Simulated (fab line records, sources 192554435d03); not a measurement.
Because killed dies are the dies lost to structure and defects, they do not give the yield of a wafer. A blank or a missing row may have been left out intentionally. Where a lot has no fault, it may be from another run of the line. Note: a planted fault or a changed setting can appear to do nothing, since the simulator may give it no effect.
Which of the tools did it? + flow n5Finfet + Sampling: 7 lots, 21 wafers, 5 of 1938 route steps

== WHAT THE GAUGES READ, wafer by wafer ==
N5_BEOL_M3_THK_MEAS_01.
| lot  | measured     | on           | M3_ILD_THK (nm) |
|------|--------------|--------------|-----------------|
| L594 | day 7 14:18  | filmMetro-02 | 79.8 78.9 79.6  |
| L597 | day 8 03:55  | filmMetro-01 | 77.6 78.7 79.0  |
| L601 | day 9 02:05  | filmMetro-02 | 79.1 78.4 79.1  |
| L603 | day 9 15:28  | filmMetro-02 | 77.1 77.6 79.2  |
| L605 | day 9 20:07  | filmMetro-02 | 79.3 77.9 79.1  |
| L613 | day 12 13:34 | filmMetro-01 | 49.3 79.4 80.8  |
| L617 | day 14 03:08 | filmMetro-02 | 77.0 78.0 78.0  |

== EACH LOT AND THE TOOL THAT RAN IT (in order: tool; ch and the chambers of the sampled wafers; start) ==
| lot  | N5_BEOL_M2_ANNEAL_93        | N5_BEOL_M2_PRE_CLEAN_60         | N5_BEOL_M2_DEP_57              | N5_BEOL_M3_ILD_DEP_00          |
|------|-----------------------------|---------------------------------|--------------------------------|--------------------------------|
| L594 | pvdSputter-01, day 7 12:44  | cvdCo-02 ch 0,2, day 7 13:56    | pecvd-01 ch 0,1,2, day 7 14:06 | pecvd-01 ch 1,2, day 7 14:14   |
| L597 | pvdSputter-01, day 8 02:21  | cvdCo-01 ch 0,1,2, day 8 03:32  | pecvd-01 ch 1,2, day 8 03:43   | pecvd-02 ch 0,2, day 8 03:51   |
| L601 | pvdSputter-03, day 8 22:47  | cvdCo-02 ch 0,2, day 9 01:43    | pecvd-03 ch 0,1,2, day 9 01:53 | pecvd-01 ch 1,2, day 9 02:01   |
| L603 | pvdSputter-01, day 9 12:37  | cvdCo-01 ch 1,2, day 9 15:04    | pecvd-03 ch 0,1, day 9 15:14   | pecvd-02 ch 0,1,2, day 9 15:23 |
| L605 | pvdSputter-01, day 9 17:54  | cvdCo-02 ch 1,2, day 9 19:43    | pecvd-03 ch 0,1, day 9 19:54   | pecvd-01 ch 0,2, day 9 20:03   |
| L613 | pvdSputter-01, day 12 11:56 | cvdCo-01 ch 0,1,2, day 12 13:13 | pecvd-03 ch 0,1, day 12 13:22  | pecvd-03 ch 0,2, day 12 13:30  |
| L617 | pvdSputter-03, day 14 01:34 | cvdCo-02 ch 1,2, day 14 02:44   | pecvd-01 ch 0,2, day 14 02:55  | pecvd-02 ch 1,2, day 14 03:04  |
- N5_BEOL_M2_ANNEAL_93: time 240 s.
- N5_BEOL_M2_PRE_CLEAN_60: time 15 s.
- N5_BEOL_M2_DEP_57: deposits SiCN from 3MS/NH3, target thk 8 nm, time 14 s.
- N5_BEOL_M3_ILD_DEP_00: deposits SiOC from DEMS/O2, target thk 79 nm, time 15.3 s.

== THE ANSWER, worked out from the rows above alone ==
Rule: the usual values come from the lots themselves. Put in order of their means at a reading, lots are off if they are a third of the lots or fewer, leave a main group of 4 or more, and stand apart from it by a gap of 3 or more times the standard deviation of the main group's means; of several such gaps the widest counts. Not used: any main group whose means are identical at the precision the tables above print for the reading. A lot without any number at a reading at which 4 lots or more have one is off too. Any other lot the step has rows for is counted as sound.
Off: L613, seen at N5_BEOL_M3_THK_MEAS_01 (M3_ILD_THK). The main group has a mean of 78.5 nm with a standard deviation of 0.59.
A tool fits if, at a process step before that reading, it ran every lot that is off, and no sound lot after the first of them. The gauges at N5_BEOL_M3_THK_MEAS_01 are tried like those tools. Can't be told from this: 4 tools fit, pvdSputter-01 at N5_BEOL_M2_ANNEAL_93, cvdCo-01 at N5_BEOL_M2_PRE_CLEAN_60, pecvd-03 at N5_BEOL_M2_DEP_57 and N5_BEOL_M3_ILD_DEP_00, filmMetro-01 at N5_BEOL_M3_THK_MEAS_01.

== WHAT THE SIMULATOR HAD INSERTED ==
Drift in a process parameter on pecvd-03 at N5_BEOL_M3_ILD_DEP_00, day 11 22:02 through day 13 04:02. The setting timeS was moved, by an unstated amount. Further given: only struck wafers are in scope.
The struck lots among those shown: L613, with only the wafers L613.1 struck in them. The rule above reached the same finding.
